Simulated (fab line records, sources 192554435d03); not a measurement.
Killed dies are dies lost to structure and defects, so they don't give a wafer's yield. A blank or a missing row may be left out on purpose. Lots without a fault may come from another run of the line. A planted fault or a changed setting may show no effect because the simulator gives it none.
One fault seen from 2 desks | flow n5_finfet | each desk has only its own numbers; what lay behind them comes last

THE METROLOGY DESK
What the gauges read, lot by lot, whatever tool the lot ran on: means of the sampled wafers that have a number. A lot is out of limits, marked OUT, if its mean lies more than 4 standard deviations from the usual mean; the brackets give that distance.
Columns: A = V5_OVL at N5_BEOL_M6_OVL_MEAS_29, usual -0.6 nm
lot  | first seen here | A
L893 | day 8 21:55     | -0.4
L895 | day 9 13:59     | -0.5
L896 | day 9 14:03     | 0.2
L897 | day 10 05:19    | 0.5
L899 | day 10 11:14    | -0.6
L900 | day 10 19:26    | -1.2
L901 | day 10 19:37    | -0.9
L904 | day 11 15:44    | -0.8
L909 | day 12 22:54    | -0.8
L913 | day 14 00:19    | -0.5
L915 | day 14 09:14    | -1.3
L914 | day 14 11:13    | -0.2
This desk's finding: nothing out of limits on any of the 12 lots.

THE TOOL OWNER'S DESK: ald_metal-02
The tool's own readings at N5_BEOL_M6_ALD_77 (deposits TaN, target thk 2 nm, pulse time 2 s, purge time 3 s): means of the sampled wafers that have a number, for each lot that ran on this tool. A lot is out of limits, marked OUT, if its mean lies more than 4 standard deviations from the usual mean; the brackets give that distance.
Columns: A = heater_power_w at N5_BEOL_M6_ALD_77, usual 412 W
lot  | first seen here | A
L893 | day 8 23:46     | 384
L896 | day 9 15:32     | 428
L897 | day 10 07:01    | 403
L899 | day 10 12:47    | 402
L901 | day 10 21:24    | 391
L904 | day 11 19:25    | 424
L913 | day 14 01:49    | 421
L915 | day 14 10:48    | 405
This desk's finding: nothing out of limits on any of the 8 lots.

PUT TOGETHER
The metrology desk saw nothing out of limits.
The tool owner's desk saw nothing out of limits.

WHAT THE SIMULATOR HAD PUT IN
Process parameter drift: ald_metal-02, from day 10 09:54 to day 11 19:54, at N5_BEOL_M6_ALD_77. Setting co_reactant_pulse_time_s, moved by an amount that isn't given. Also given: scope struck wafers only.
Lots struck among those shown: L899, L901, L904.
